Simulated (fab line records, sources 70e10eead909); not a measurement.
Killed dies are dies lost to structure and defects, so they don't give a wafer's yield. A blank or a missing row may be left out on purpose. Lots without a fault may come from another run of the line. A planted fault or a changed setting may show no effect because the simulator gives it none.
A struck lot beside a sound one | flow nand_harc | 14 steps out of a route of 1159
Sound: wafers L675.1, L675.2, L675.4. Struck: wafers L665.1, L665.4, L665.6. The cause comes at the end.
At each step with rows: each side's tool, then ch and its chambers, then its first start. Under that, the readings that differ: sound wafers | struck wafers | difference of the means | sigmas: that difference in standard deviations of wafers without a fault.
alike: readings whose means differ by less than 2 such deviations, and words and numbers that are the same on both sides. not compared: withheld readings, readings that some wafer has no value for, bounds like >300 that may hide the same value, and numbers for which the record gives no deviation and whose values overlap.
The two part at a step that has a row with sigmas, a row that says differs or no value, or rows on one side only. Numbers that don't overlap but have no deviation are shown without sigmas and don't part them. A reading that every wafer of one side lacks parts them only if that side has two wafers or more.

NHARC_P_GATE_RTA_64: time 1 s.
  sound on rtp_anneal-01 ch 0, day 10 20:26; struck on rtp_anneal-02 ch 0, day 7 21:56
  alike: lamp_power_pct, lamp_zone_7_pct, wafer_temp_C_max
then, 1 step without rows for these wafers: NHARC_P_GATE_ETCH_77 (etches SiO2 in dHF, target depth 6 nm).
NHARC_P_GATE_DEGAS_109: time 60 s.
  sound on pvd_sputter-02, day 10 20:44; struck on pvd_sputter-03, day 7 22:14
  alike: heater_power_w
then, 3 steps without rows for these wafers: NHARC_P_GATE_PRE_CLEAN_110 (time 30 s); NHARC_P_GATE_SPUTTER_78 (material Ni, target thk 10 nm); NHARC_P_GATE_SPUTTER_79 (material TiN, target thk 10 nm).
NHARC_P_GATE_RTA_80: time 30 s.
  sound on rtp_anneal-01 ch 0, day 10 21:11; struck on rtp_anneal-02 ch 0, day 7 22:31
  reading             | sound          | struck         | difference | sigmas
  lamp_power_pct (%)  | 2.06 2.06 2.06 | 2.17 2.17 2.17 | +0.11      | +2
  lamp_zone_7_pct (%) | 2.16 2.16 2.16 | 2.27 2.28 2.28 | +0.12      | +2
  alike: wafer_temp_C_max
then, 2 steps without rows for these wafers: NHARC_P_GATE_STRIP_67 (strips in SPM, time 600 s); NHARC_P_GATE_RTA_82 (time 30 s).
NHARC_P_GATE_INSPECT_68:
  sound on defect_inspect-02, day 10 21:50; struck on defect_inspect-02, day 7 23:11
  alike: raw_defect_count
NHARC_P_CONTACT_DEP_30: deposits SiNx, target thk 30 nm.
  sound on pecvd-04 ch 0,1,2, day 10 21:55; struck on pecvd-01 ch 0,1,2, day 7 23:16
  alike: heater_power_w
  not compared: since_wet_clean_h
NHARC_P_CONTACT_DEP_00: deposits SiO2, target thk 500 nm.
  sound on pecvd-04 ch 0,1,2; struck on pecvd-01 ch 0,1,2
  alike: heater_power_w, throttle_valve_pct
  not compared: since_wet_clean_h
NHARC_P_CONTACT_CMP_01: polishes SiO2, target thk 200 nm.
  sound on cmp-02 ch 0,2,3, day 10 22:37; struck on cmp-02 ch 0,1,3, day 8 00:01
  no value came back on the struck wafers for edge_zone_pressure_frac, motor_current_A (A), slurry_flow_ml_min; on the sound wafers edge_zone_pressure_frac reads 0.995 0.991 1.001
-- the record jumps here: 14 days lie between the struck wafers' starts before and after (it left off in module P_CONTACT and takes up again in module END, whose first step shown is number 1159 of the route) --
NHARC_END_SORT_01:
  sound on prober-01 ch 0, day 24 22:21; struck on prober-01 ch 0, day 22 07:30
  reading             | sound    | struck                                                               | difference                   | sigmas
  hold                | - - -    | await_dispo/3.3h/scrap await_dispo/3.3h/scrap await_dispo/3.3h/scrap | no value on the sound wafers |
  killed_at_other     | 1 3 2    | 0 0 0                                                                | -2                           | -2
  killed_at_periphery | 5 4 4    | 658 653 654                                                          | +651                         | +99 or more
  killed_dies         | 27 22 27 | 677 677 677                                                          | +652                         | +59
  alike: killed_at_array, killed_open, killed_short

WHERE THEY PART
First at NHARC_P_GATE_RTA_80; last, within this record, at NHARC_END_SORT_01.

WHY: what the simulator had put in
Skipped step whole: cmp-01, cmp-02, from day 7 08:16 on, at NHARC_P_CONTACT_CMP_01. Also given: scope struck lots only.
